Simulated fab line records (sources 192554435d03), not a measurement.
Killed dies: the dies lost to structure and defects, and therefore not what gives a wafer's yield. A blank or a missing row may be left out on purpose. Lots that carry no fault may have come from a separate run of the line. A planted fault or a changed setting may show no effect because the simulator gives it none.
fab line records | flow n5_finfet
record: lots: 7 wafers: 39
route steps=1938 shown WELL_APT@55 FIN_CUT@176 DUMMY_GATE@248 HKMG_FIN@406 GATE_CUT@477
start_h: hours from the record's first day to the start of the lot's first wafer shown | wait_h: how many hours have passed since the lot's step before this one | " the same as in the row above | L1.1+2: one row covering several wafers at once | - no value present, or no start provided | * or withheld: withheld | < > ~ a bound
route shown NAME@n: a module of which the file shows steps, and the number in the route of the first | usual: mean/standard deviation taken from wafers without a fault | same: alike in all rows | chamber/n: place in a boat | sites: each site's reading | _std_site: their standard deviation | _edge_site: the outer-site mean with the inner-site mean subtracted | radius_mm: for every site, how far away it sits from the centre of the wafer | mask NAME#n: copy n | behind: the tool/chamber that last shaped the wafer | hold: why the lot went on hold/how many hours it stayed there/how the hold came to an end | device: names the non-switching transistor (n, p or np) | end of line: the route-end tests of the same wafers | where a step has no rows: the recipe by itself | killed: at the first sort, the dies lost to defects and structure; wafer yield is something else | map: per-die view of a wafer (x killed, . not killed, _ where there is no die)
set.NAME: the run value of the setting; set.NAME@STEP: its run value at that earlier step | model.NAME: the simulator's own value behind a step, which no gauge read
one table per step and one row per wafer, for lots whose settings were changed on purpose
== steps ==
step: N5_WELL_APT_EPI_41
recipe: material: Si target_thk_a: 500 temp_c: 650 precursor: SiH4/H2 pressure_torr: 20 time_s: 297.7
columns lot.wafer tool chamber start_h wait_h set.target_thk_a model.Si_of_WELL_APT_EPI_41.thk_nm
L074.1 epi_rpcvd-03 0 16.13 0.0 500 49.37
L074.2 " 0 " " 500 50.22
L074.5 " 0 " " 500 49.86
L076.1 epi_rpcvd-01 0 27.99 0.0 500 49.81
L076.2 " 0 " " 516.7 52.01
L076.3 " 0 " " 516.7 51.8
L076.4 " 0 " " 500 50.23
L076.5 " 0 " " 500 50.78
L076.6 " 0 " " 516.7 51.92
L083.1 epi_rpcvd-01 0 70.48 0.0 467 46.28
L083.2 " 0 " " 500 49.34
L083.3 " 0 " " 500 49.22
L083.4 " 0 " " 467 46.53
L083.5 " 0 " " 500 49.6
L083.6 " 0 " " 467 46.11
L086.1 epi_rpcvd-03 0 88.59 0.0 500 49.31
L086.2 " 0 " " 466.7 46.22
L086.3 " 0 " " 466.7 45.75
L086.4 " 0 " " 466.7 46.91
L086.5 " 0 " " 500 49.26
L086.6 " 0 " " 500 49.62
L090.1 epi_rpcvd-03 0 112.43 0.0 500 50.29
L090.2 " 0 " " 500 50.26
L090.3 " 0 " " 500 50.53
L090.4 " 0 " " 500 49.19
L090.5 " 0 " " 500 49.86
L090.6 " 0 " " 500 49.55
L091.1 epi_rpcvd-01 0 118.40 0.0 482.8 49.01
L091.2 " 0 " " 500 50.07
L091.3 " 0 " " 500 50.91
L091.4 " 0 " " 482.8 49.55
L091.5 " 0 " " 500 49.71
L091.6 " 0 " " 482.8 49.28
L096.1 epi_rpcvd-03 0 148.22 0.0 500 49.66
L096.2 " 0 " " 500 49.76
L096.3 " 0 " " 500 49.64
L096.4 " 0 " " 500 49.96
L096.5 " 0 " " 500 50.18
L096.6 " 0 " " 500 49.97
step: N5_FIN_CUT_CUT_ETCH_15
recipe: chemistry: HBr/Cl2/O2 target: Si target_depth_a: 1000 bt_time_s: 10 mask_material: SOC time_s: 42.4 ion_energy_ev: * bias_w: * pressure_mtorr: 10 icp_w: 800 HBr_flow_sccm: 150 Cl2_flow_sccm: 80 O2_flow_sccm: 12
columns lot.wafer tool chamber start_h wait_h set.target_depth_a model.etch.depth_nm model.FIN_CUT.feature_depth_nm
L074.1 rie_si-06 2 29.42 0.1 1000 98.1 98.2
L074.2 " 0 " " 1000 99.21 99.2
L074.5 " 0 " " 1000 100.5 100.6
L076.1 rie_si-06 2 39.46 0.1 1064 105.1 105.2
L076.2 " 1 " " 1064 107.5 107.4
L076.3 " 0 " " 1000 99.86 99.8
L076.4 " 3 " " 1000 97.41 97.4
L076.5 " 0 " " 1064 106.2 106.2
L076.6 " 1 " " 1000 101.3 101.2
L083.1 rie_si-06 1 82.16 0.1 1000 101.7 101.6
L083.2 " 3 " " 1000 98.76 98.8
L083.3 " 0 " " 1000 100.6 100.6
L083.4 " 2 " " 1000 98.7 98.8
L083.5 " 1 " " 1000 100.4 100.4
L083.6 " 0 " " 1000 99.58 99.6
L086.1 rie_si-06 2 103.41 0.1 1000 99.59 99.6
L086.2 " 0 " " 1000 99.53 99.6
L086.3 " 3 " " 1000 99 99
L086.4 " 2 " " 1000 99.15 99.2
L086.5 " 0 " " 1000 99.3 99.2
L086.6 " 3 " " 1000 98.55 98.6
L090.1 rie_si-01 3 124.12 0.1 1000 100.2 100.2
L090.2 " 2 " " 942.4 96.63 96.6
L090.3 " 0 " " 942.4 91.65 91.6
L090.4 " 1 " " 1000 99.01 99
L090.5 " 0 " " 1000 98.87 98.8
L090.6 " 3 " " 942.4 93.32 93.4
L091.1 rie_si-06 2 129.42 0.1 1000 98.46 98.4
L091.2 " 0 " " 1079 107.7 107.6
L091.3 " 1 " " 1000 101.5 101.6
L091.4 " 3 " " 1079 107.2 107.2
L091.5 " 3 " " 1000 98.91 99
L091.6 " 2 " " 1079 107.6 107.6
L096.1 rie_si-01 2 159.68 0.1 1000 104.5 104.4
L096.2 " 0 " " 1000 100.5 100.6
L096.3 " 3 " " 1000 102.1 102.2
L096.4 " 1 " " 1000 101 101
L096.5 " 2 " " 1000 104.5 104.6
L096.6 " 3 " " 1000 101.8 101.8
step: N5_DUMMY_GATE_ETCH_44
recipe: chemistry: HBr/O2 over_etch_frac: 0.7 target_depth_a: 1275 stop_on: SiO2 ion_energy_ev: 60 bias_w: 20 target: poly-Si mask_material: SiO2 pressure_mtorr: 20 icp_w: 400 HBr_flow_sccm: 120 O2_flow_sccm: 10
usual: oes_product_au: 0.732/0.013
columns lot.wafer tool chamber start_h wait_h set.target_depth_a oes_product_au
L074.1 rie_si-04 2 48.07 0.0 1275 0.755
L074.2 " 1 " " 1275 0.749
L074.5 " 2 " " 1275 0.760
L076.1 rie_si-04 3 60.73 0.0 1275 0.731
L076.2 " 0 " " 1229 0.750
L076.3 " 1 " " 1275 0.746
L076.4 " 2 " " 1229 0.771
L076.5 " 2 " " 1275 0.751
L076.6 " 1 " " 1229 0.758
L083.1 rie_si-04 3 102.27 0.0 1275 0.715
L083.2 " 1 " " 1275 0.750
L083.3 " 0 " " 1275 0.737
L083.4 " 0 " " 1275 0.741
L083.5 " 3 " " 1275 0.724
L083.6 " 1 " " 1275 0.747
L086.1 rie_si-04 0 124.41 0.0 1329 0.737
L086.2 " 2 " " 1275 0.753
L086.3 " 3 " " 1329 0.719
L086.4 " 1 " " 1275 0.745
L086.5 " 2 " " 1275 0.751
L086.6 " 1 " " 1329 0.724
L090.1 rie_si-04 0 142.68 0.0 1275 0.735
L090.2 " 2 " " 1275 0.723
L090.3 " 1 " " 1185 0.766
L090.4 " 3 " " 1275 0.718
L090.5 " 1 " " 1185 0.770
L090.6 " 0 " " 1185 0.748
L091.1 rie_si-06 3 148.16 0.0 1433 0.682
L091.2 " 1 " " 1433 0.670
L091.3 " 0 " " 1275 0.739
L091.4 " 2 " " 1433 0.672
L091.5 " 0 " " 1275 0.740
L091.6 " 1 " " 1275 0.716
L096.1 rie_si-06 1 180.31 0.0 1231 0.722
L096.2 " 0 " " 1231 0.748
L096.3 " 3 " " 1275 0.719
L096.4 " 2 " " 1275 0.718
L096.5 " 0 " " 1231 0.742
L096.6 " 3 " " 1275 0.712
step: N5_DUMMY_GATE_ETCH_42
recipe: chemistry: CHF3/O2 target: SiO2 target_depth_a: 35 time_s: 31 ion_energy_ev: 30 bias_w: 12 pressure_mtorr: 30 source_w: 600 Ar_flow_sccm: 200 CHF3_flow_sccm: 50 O2_flow_sccm: 5
usual: rf_vpp_V: 42.1/0.92
columns lot.wafer tool chamber start_h wait_h set.bias_w rf_vpp_V
L074.1 rie_diel-05 0 48.24 0.0 12 41.7
L074.2 " 1 " " 12 43.2
L074.5 " 1 " " 12 41.8
L076.1 rie_diel-05 2 60.90 0.1 12 42.0
L076.2 " 0 " " 12 40.4
L076.3 " 3 " " 12.63 43.2
L076.4 " 1 " " 12.63 44.3
L076.5 " 2 " " 12.63 44.8
L076.6 " 3 " " 12 41.4
L083.1 rie_diel-01 2 102.56 0.2 12 43.8
L083.2 " 1 " " 12 42.1
L083.3 " 0 " " 12 41.0
L083.4 " 3 " " 12 41.7
L083.5 " 2 " " 12 41.4
L083.6 " 1 " " 12 41.8
L086.1 rie_diel-01 0 124.57 0.0 12.85 42.8
L086.2 " 1 " " 12.85 44.0
L086.3 " 3 " " 12 42.2
L086.4 " 2 " " 12 42.0
L086.5 " 3 " " 12 42.3
L086.6 " 2 " " 12.85 44.0
L090.1 rie_diel-06 0 142.86 0.1 11.42 41.0
L090.2 " 1 " " 12 41.7
L090.3 " 3 " " 12 41.7
L090.4 " 2 " " 12 43.0
L090.5 " 2 " " 11.42 40.2
L090.6 " 3 " " 11.42 41.9
L091.1 rie_diel-01 3 148.32 0.0 12 42.4
L091.2 " 1 " " 12 43.1
L091.3 " 0 " " 13.42 45.0
L091.4 " 2 " " 13.42 44.7
L091.5 " 2 " " 13.42 44.3
L091.6 " 3 " " 12 41.6
L096.1 rie_diel-06 0 180.47 0.0 14.15 47.6
L096.2 " 2 " " 12 41.9
L096.3 " 3 " " 12 41.8
L096.4 " 1 " " 12 42.2
L096.5 " 2 " " 14.15 46.8
L096.6 " 3 " " 14.15 47.4
step: N5_HKMG_FIN_ETCH_58
recipe: chemistry: N2/H2 target: SOC target_depth_a: 2158 ion_energy_ev: 50 bias_w: 13 time_s: 741 pressure_mtorr: 30 source_w: 875 n2_flow_sccm: 200 h2_flow_sccm: 200
usual: rf_vpp_V: 99.0/0.93
columns lot.wafer tool chamber start_h wait_h set.source_w rf_vpp_V model.SOC_of_HKMG_FIN_COAT_41.thk_nm model.HKMG_FIN.feature_depth_nm model.etch.depth_nm
L074.1 rie_diel-03 1 71.97 0.0 875 98.9 87.2 213.2 213.3
L074.2 " 3 " " 875 99.3 85.4 215.8 215.8
L074.5 " 0 " " 875 99.2 88.2 211.8 211.8
L076.1 rie_diel-04 2 84.56 0.0 875 100.3 88.6 210 210.1
L076.2 " 1 " " 875 98.5 82.2 217.2 217.3
L076.3 " 0 " " 875 99.2 86.2 212.2 212.2
L076.4 " 2 " " 875 100.6 87.8 211.6 211.7
L076.5 " 1 " " 875 99.3 82.6 216.8 216.7
L076.6 " 0 " " 875 98.2 87 212.6 212.5
L083.1 rie_diel-03 2 126.10 0.0 716.2 105.8 111.2 188.4 188.3
L083.2 " 3 " " 716.2 104.4 119.8 179.4 179.5
L083.3 " 1 " " 716.2 106.6 122.8 177.6 177.6
L083.4 " 0 " " 875 97.0 89.4 209.6 209.6
L083.5 " 3 " " 875 98.0 86.8 213.2 213.3
L083.6 " 2 " " 875 99.3 73.6 226 225.9
L086.1 rie_diel-04 1 149.47 0.0 875 100.1 86 215 215
L086.2 " 3 " " 827.4 102.4 93.4 208.2 208.2
L086.3 " 2 " " 827.4 102.3 98.4 203.4 203.3
L086.4 " 2 " " 875 97.8 87.4 213 213
L086.5 " 3 " " 875 100.6 82.8 218.2 218.2
L086.6 " 1 " " 827.4 101.8 95.2 205.8 205.7
L090.1 rie_diel-02 0 166.44 0.0 1042 93.3 48.8 250.4 250.4
L090.2 " 3 " " 875 99.7 86.2 212.4 212.5
L090.3 " 1 " " 1042 92.6 52 245.8 245.8
L090.4 " 2 " " 875 99.1 93.4 205 205
L090.5 " 1 " " 875 98.2 85.6 213.4 213.3
L090.6 " 0 " " 1042 92.0 47.6 250.2 250.2
L091.1 rie_diel-03 3 173.14 0.0 789 100.0 105.2 195.8 195.9
L091.2 " 0 " " 789 101.6 106 194.6 194.6
L091.3 " 1 " " 875 97.9 88.2 210.8 210.9
L091.4 " 2 " " 875 99.7 75.6 225 225
L091.5 " 3 " " 789 103.0 103 195.8 195.7
L091.6 " 2 " " 875 99.5 74.4 225.4 225.3
L096.1 rie_diel-03 2 205.35 0.0 714.8 106.8 113.2 187.6 187.5
L096.2 " 0 " " 714.8 105.9 125.8 174.6 174.7
L096.3 " 1 " " 875 98.7 90 209.6 209.7
L096.4 " 3 " " 714.8 105.2 123.6 176.6 176.6
L096.5 " 3 " " 875 99.1 90.8 209.6 209.5
L096.6 " 0 " " 875 98.5 91.8 208.4 208.4
step: N5_GATE_CUT_HM_DEP_46
recipe: material: SiO2 target_thk_a: 1300 temp_c: 400 precursor: TEOS/O2 pressure_torr: 6.5 rf_w: 900 teos_flow_sccm: 161.4 gas: O2 flow_sccm: 2650 time_s: 26.6
columns lot.wafer tool chamber start_h wait_h set.target_thk_a model.SiO2_of_GATE_CUT_HM_DEP_46.thk_nm
L074.1 pecvd-01 2 82.88 0.0 1300 128.4
L074.2 " 2 " " 1300 128.8
L074.5 " 2 " " 1300 130.4
L076.1+6 pecvd-01 0,2 95.99 0.0 1355 136.8
L076.2 " 2 " " 1300 128.8
L076.3 " 2 " " 1300 131
L076.4 " 0 " " 1300 133.6
L076.5 " 0 " " 1355 138.8
L083.1 pecvd-04 2 136.81 0.0 1147 114.4
L083.2+5 " 0,2 " " 1300 130
L083.3 " 1 " " 1147 112.4
L083.4 " 1 " " 1300 130.2
L083.6 " 0 " " 1147 115.8
L086.1 pecvd-04 0 160.53 0.0 1356 137.6
L086.2 " 1 " " 1356 134.4
L086.3 " 2 " " 1300 129.8
L086.4 " 0 " " 1300 135.2
L086.5 " 2 " " 1356 138.4
L086.6 " 1 " " 1300 131.8
L090.1 pecvd-02 1 177.39 0.0 1422 140.8
L090.2 " 2 " " 1300 128
L090.3 " 0 " " 1300 130.8
L090.4 " 0 " " 1422 143.6
L090.5 " 1 " " 1300 131
L090.6 " 2 " " 1422 142.4
L091.1 pecvd-01 2 184.52 0.0 1300 126.2
L091.2+4 " 2 " " 1353 134.2
L091.3 " 2 " " 1353 134.4
L091.5 " 2 " " 1300 129.6
L091.6 " 2 " " 1300 127.6
L096.1 pecvd-01 2 216.63 0.0 1300 129.2
L096.2 " 0 " " 1300 129.6
L096.3 " 2 " " 1404 142.4
L096.4 " 0 " " 1404 142.6
L096.5 " 2 " " 1300 130.8
L096.6 " 0 " " 1404 143.6
step: N5_GATE_CUT_COAT_34
recipe: resist: SOC temp_c: 250 time_s: 60 spin_rpm: 1500 resist_thk_nm: 60
step: N5_GATE_CUT_COAT_35
recipe: resist: SiARC temp_c: 220 time_s: 60 spin_rpm: 1500 resist_thk_nm: 10
step: N5_GATE_CUT_STRIP_38
recipe: chemistry: N2/H2 temp_c: 40 n2_flow_sccm: 200 h2_flow_sccm: 200 rf_frequency_hz: 6e+07
step: N5_GATE_CUT_STRIP_39
recipe: chemistry: N2/H2 temp_c: 40 n2_flow_sccm: 200 h2_flow_sccm: 200 rf_frequency_hz: 6e+07
step: N5_GATE_CUT_HM_OPEN_40
recipe: chemistry: C4F6/O2 target: SiO2 mask_material: SiARC target_depth_a: 1390 time_s: 85.1 ion_energy_ev: 250 pressure_mtorr: 30 source_w: 345 bias_w: 185 Ar_flow_sccm: 300 C4F6_flow_sccm: 10 O2_flow_sccm: 10 ends: cleared
usual: etch_rf_on_time_s: 94.4/1.8
columns lot.wafer tool chamber start_h wait_h set.target_thk_a@GATE_CUT_HM_DEP_46 etch_rf_on_time_s model.etch.depth_nm model.SOC_of_GATE_CUT_COAT_34.thk_nm
L074.1 rie_diel-06 1 83.71 0.0 1300 93.5 128.5 32.6
L074.2 " 2 " " 1300 94.5 128.8 32.8
L074.5 " 2 " " 1300 95.8 130.5 32.4
L076.1 rie_diel-06 1 97.07 0.0 1355 99.1 136.9 31.2
L076.2 " 2 " " 1300 94.2 128.8 32.8
L076.3 " 3 " " 1300 95.6 131 31.8
L076.4 " 0 " " 1300 95.9 133.5 32
L076.5 " 1 " " 1355 101.1 138.9 30.6
L076.6 " 0 " " 1355 97.3 136.8 31.2
L083.1 rie_diel-01 1 137.84 0.0 1147 82.9 114.4 36
L083.2 " 0 " " 1300 94.5 129.9 33.4
L083.3 " 3 " " 1147 82.6 112.3 36.8
L083.4 " 2 " " 1300 94.0 130.3 33
L083.5 " 3 " " 1300 95.6 129.9 33
L083.6 " 2 " " 1147 83.7 115.8 36
L086.1 rie_diel-01 1 161.29 0.0 1356 99.8 137.6 31.2
L086.2 " 2 " " 1356 96.2 134.3 32.2
L086.3 " 3 " " 1300 95.4 129.9 33
L086.4 " 0 " " 1300 98.0 135.2 32.4
L086.5 " 1 " " 1356 100.4 138.3 31.2
L086.6 " 0 " " 1300 95.4 131.8 33.2
L090.1 rie_diel-01 2 178.14 0.0 1422 101.7 140.8 30.8
L090.2 " 3 " " 1300 94.5 128 33.8
L090.3 " 0 " " 1300 95.5 130.8 33.2
L090.4 " 1 " " 1422 106.6 143.6 30.2
L090.5 " 3 " " 1300 96.9 131 33
L090.6 " 2 " " 1422 103.4 142.5 30.4
L091.1 rie_diel-05 0 185.23 0.0 1300 89.7 126.3 33.6
L091.2 " 1 " " 1353 98.4 134.2 31.2
L091.3 " 2 " " 1353 96.9 134.4 31.6
L091.4 " 3 " " 1353 96.3 134.2 31.4
L091.5 " 0 " " 1300 91.3 129.5 32.8
L091.6 " 1 " " 1300 93.9 127.6 32.8
L096.1 rie_diel-01 1 217.29 0.0 1300 95.4 129.2 33
L096.2 " 0 " " 1300 93.8 129.6 33.2
L096.3 " 2 " " 1404 102.4 142.4 30.2
L096.4 " 3 " " 1404 104.5 142.6 30.4
L096.5 " 0 " " 1300 95.4 130.8 33
L096.6 " 1 " " 1404 105.5 143.5 30
step: N5_GATE_CUT_STRIP_41
recipe: chemistry: CF4 resist: SiARC power_w: 300 bias_power_w: 75 pressure_mtorr: 50 cf4_flow_sccm: 150 rf_frequency_hz: 6e+07
step: N5_GATE_CUT_STRIP_42
recipe: chemistry: O2 power_w: 400 temp_c: 40 pressure_mtorr: 30 rf_frequency_hz: 6e+07 bias_power_w: 0 overash_fraction: 0.3 o2_flow_sccm: 225
step: N5_GATE_CUT_ALD_22
recipe: material: SiNx target_thk_a: 160 temp_c: 400 ald_precursor_family: SiH2I2 ald_co_reactant: N2/H2-plasma pulse_time_s: 1 ald_cycles: 320 purge_time_s: 2 co_reactant_purge_time_s: 2 pressure_torr: 2
step: N5_GATE_CUT_CMP_23
recipe: stop_on: SiO2 t_overpolish_s: 23.4 post_cmp_clean: alkaline_brush down_force_psi: 2.5 platen_rpm: 51.8 pad_velocity_m_s: 1.0307 target_thk_nm: 16
step: N5_GATE_CUT_THK_MEAS_24
recipe: reads: SiO2_of_GATE_CUT_HM_DEP_46+SiO2_flowable_of_ILD0_FCVD_FILL_01
usual: GC_FILL_THK: 219.9/1.9
columns lot.wafer tool chamber start_h wait_h set.target_thk_a@GATE_CUT_HM_DEP_46 GC_FILL_THK[nm]
L074.1 film_metro-01 - 86.18 - 1300 218.7
L074.2 " - " " 1300 220.6
L074.5 " - " " 1300 218.9
L076.1 film_metro-02 - 99.59 - 1355 227.2
L076.2 " - " " 1300 219.0
L076.3 " - " " 1300 221.3
L076.4 " - " " 1300 223.3
L076.5 " - " " 1355 228.1
L076.6 " - " " 1355 226.3
L083.1 film_metro-01 - 140.31 - 1147 205.0
L083.2 " - " " 1300 220.8
L083.3 " - " " 1147 204.2
L083.4 " - " " 1300 221.7
L083.5 " - " " 1300 221.0
L083.6 " - " " 1147 205.9
L086.1 film_metro-02 - 163.75 - 1356 227.6
L086.2 " - " " 1356 222.9
L086.3 " - " " 1300 218.2
L086.4 " - " " 1300 223.3
L086.5 " - " " 1356 228.6
L086.6 " - " " 1300 219.1
L090.1 film_metro-01 - 180.60 - 1422 230.0
L090.2 " - " " 1300 217.2
L090.3 " - " " 1300 220.1
L090.4 " - " " 1422 232.6
L090.5 " - " " 1300 220.3
L090.6 " - " " 1422 231.8
L091.1 film_metro-02 - 187.84 - 1300 215.6
L091.2 " - " " 1353 222.5
L091.3 " - " " 1353 223.5
L091.4 " - " " 1353 224.5
L091.5 " - " " 1300 217.5
L091.6 " - " " 1300 218.1
L096.1 film_metro-02 - 219.74 - 1300 218.5
L096.2 " - " " 1300 218.1
L096.3 " - " " 1404 230.5
L096.4 " - " " 1404 230.8
L096.5 " - " " 1300 220.8
L096.6 " - " " 1404 232.1
step: N5_GATE_CUT_CMP_43
recipe: material: SiO2 post_cmp_clean: rinse_only
columns lot.wafer tool chamber start_h wait_h set.target_thk_a@GATE_CUT_HM_DEP_46 model.SiO2_of_GATE_CUT_HM_DEP_46.thk_nm
L074.2+1+5 cmp-01 3,1,0 86.21 0.0 1300 5
L076.2+3 cmp-01 0,2 99.62 0.0 1300 5
L076.1+5+6 " 1,0,1 " " 1355 5.4
L076.4 " 3 " " 1300 5.2
L083.3+1 cmp-04 2,3 140.34 0.0 1147 4.2
L083.4+2+5 " 0,1,2 " " 1300 5
L083.6 " 3 " " 1147 4.4
L086.1+5 cmp-03 3,0 163.78 0.0 1356 5.4
L086.4 " 0 " " 1300 5.2
L086.2 " 1 " " 1356 5.2
L086.3+6 " 2,3 " " 1300 5
L090.3+2+5 cmp-01 0,2,0 180.63 0.0 1300 5
L090.1+4+6 " 1,3,1 " " 1422 5.6
L091.1+6 cmp-04 0 187.87 0.0 1300 4.8
L091.3+2+4 " 1,2,3 " " 1353 5.2
L091.5 " 1 " " 1300 5
L096.2+1+5 cmp-04 0,2,0 219.77 0.0 1300 5
L096.4+3+6 " 1,3,1 " " 1404 5.6
== key ==
split: step: N5_WELL_APT_EPI_41 setting: target_thk_a stated: 500 by: wafer
response: step: N5_WELL_APT_EPI_41 reading: model.Si_of_WELL_APT_EPI_41.thk_nm change: +0.448 per: 1% r: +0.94
split: step: N5_FIN_CUT_CUT_ETCH_15 setting: target_depth_a stated: 1000 by: wafer
response: step: N5_FIN_CUT_CUT_ETCH_15 reading: model.etch.depth_nm change: +1 per: 1% r: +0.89
response: step: N5_FIN_CUT_CUT_ETCH_15 reading: model.FIN_CUT.feature_depth_nm change: +1 per: 1% r: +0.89
split: step: N5_DUMMY_GATE_ETCH_44 setting: target_depth_a stated: 1275 by: wafer
response: step: N5_DUMMY_GATE_ETCH_44 reading: oes_product_au change: -0.00485 per: 1% r: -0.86
split: step: N5_DUMMY_GATE_ETCH_42 setting: bias_w stated: 12 by: wafer
response: step: N5_DUMMY_GATE_ETCH_42 reading: rf_vpp_V change: +0.272 per: 1% r: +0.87
split: step: N5_HKMG_FIN_ETCH_58 setting: source_w stated: 875 by: wafer
response: step: N5_HKMG_FIN_ETCH_58 reading: rf_vpp_V change: -0.373 per: 1% r: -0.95
response: step: N5_HKMG_FIN_ETCH_58 reading: model.SOC_of_HKMG_FIN_COAT_41.thk_nm change: -1.93 per: 1% r: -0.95
response: step: N5_HKMG_FIN_ETCH_58 reading: model.HKMG_FIN.feature_depth_nm change: +1.91 per: 1% r: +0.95
response: step: N5_HKMG_FIN_ETCH_58 reading: model.etch.depth_nm change: +1.91 per: 1% r: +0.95
split: step: N5_GATE_CUT_HM_DEP_46 setting: target_thk_a stated: 1300 by: wafer
response: step: N5_GATE_CUT_HM_DEP_46 reading: model.SiO2_of_GATE_CUT_HM_DEP_46.thk_nm change: +1.39 per: 1% r: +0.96
response: step: N5_GATE_CUT_HM_OPEN_40 reading: etch_rf_on_time_s change: * per: 1% r: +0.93
response: step: N5_GATE_CUT_HM_OPEN_40 reading: model.etch.depth_nm change: +1.39 per: 1% r: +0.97
response: step: N5_GATE_CUT_HM_OPEN_40 reading: model.SOC_of_GATE_CUT_COAT_34.thk_nm change: -0.304 per: 1% r: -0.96
response: step: N5_GATE_CUT_THK_MEAS_24 reading: GC_FILL_THK change: +1.4 per: 1% r: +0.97
response: step: N5_GATE_CUT_CMP_43 reading: model.SiO2_of_GATE_CUT_HM_DEP_46.thk_nm change: +0.0669 per: 1% r: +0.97
